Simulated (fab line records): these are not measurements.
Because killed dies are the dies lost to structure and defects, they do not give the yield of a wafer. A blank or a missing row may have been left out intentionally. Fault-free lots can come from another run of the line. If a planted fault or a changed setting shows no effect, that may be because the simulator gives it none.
Matching of chambers    flow nand-harc    NHARC_P_STI_ETCH_15 on rie-si-02: 4 sister chambers
The step etches the open film in HBr/Cl2, target depth 300 nm, time 100.1 s. 16 wafers are shown with their chamber, then 8 later ones without.

EACH WAFER AND ITS CHAMBER
wafer   chamber  drypump-motor-current-A (A)  he-backside-leak-sccm (sccm)  throttle-valve-pct (%)
L866.2  1        6.5                          2.76                          26.403
L866.3  3        5.5                          2.27                          26.401
L866.5  2        6.2                          3.03                          26.404
L870.1  2        6.2                          2.76                          26.412
L870.2  3        5.5                          2.27                          26.401
L870.3  0        4.8                          2.50                          26.388
L876.1  0        4.8                          2.61                          26.397
L876.2  2        6.2                          2.85                          26.403
L876.6  0        4.8                          2.64                          26.400
L882.1  3        5.5                          2.20                          26.412
L882.5  2        6.2                          2.63                          26.413
L882.6  3        5.5                          2.21                          26.412
L884.1  1        6.5                          2.76                          26.396
L884.2  3        5.5                          2.42                          26.405
L884.4  0        4.8                          2.70                          26.401
L885.3  1        6.6                          2.86                          26.410

SIGNATURES (averages over the wafers above)
reading                  chamber 0  chamber 1  chamber 2  chamber 3  scatter within a chamber
drypump-motor-current-A  4.800      6.533      6.200      5.500      0.0236
he-backside-leak-sccm    2.6125     2.7933     2.8175     2.2740     0.109
throttle-valve-pct       26.39650   26.40300   26.40800   26.40620   0.00583
Rule: for a wafer and a chamber, the distance is found by dividing, reading by reading, the gap between the wafer's reading and the chamber's mean by the reading's scatter, squaring, summing and taking the root. The wafer belongs to the nearest chamber; if the next one is less than 2 further off, it can't be placed. How the scatter is found: for the shown wafers, subtract from each reading the mean of its chamber, square and add these, divide the total by (wafers less chambers), then take the root.

WAFERS WITHOUT THEIR CHAMBER
wafer   drypump-motor-current-A (A)  he-backside-leak-sccm (sccm)  throttle-valve-pct (%)
L885.5  6.6                          2.89                          26.414
L885.6  6.2                          2.90                          26.395
L886.2  6.2                          2.88                          26.413
L886.3  6.5                          2.81                          26.398
L886.6  4.8                          2.67                          26.418
L888.2  6.5                          2.79                          26.410
L888.3  5.5                          2.31                          26.400
L888.6  5.5                          2.38                          26.391

CHAMBER TAKEN BY EACH
wafer   from the rows above  in truth
L885.5  1                    1
L885.6  2                    2
L886.2  2                    2
L886.3  1                    1
L886.6  0                    0
L888.2  1                    1
L888.3  3                    3
L888.6  3                    3
Correct placement for 8 of the 8. Number that these rows cannot place: 0. Number placed wrongly: 0.
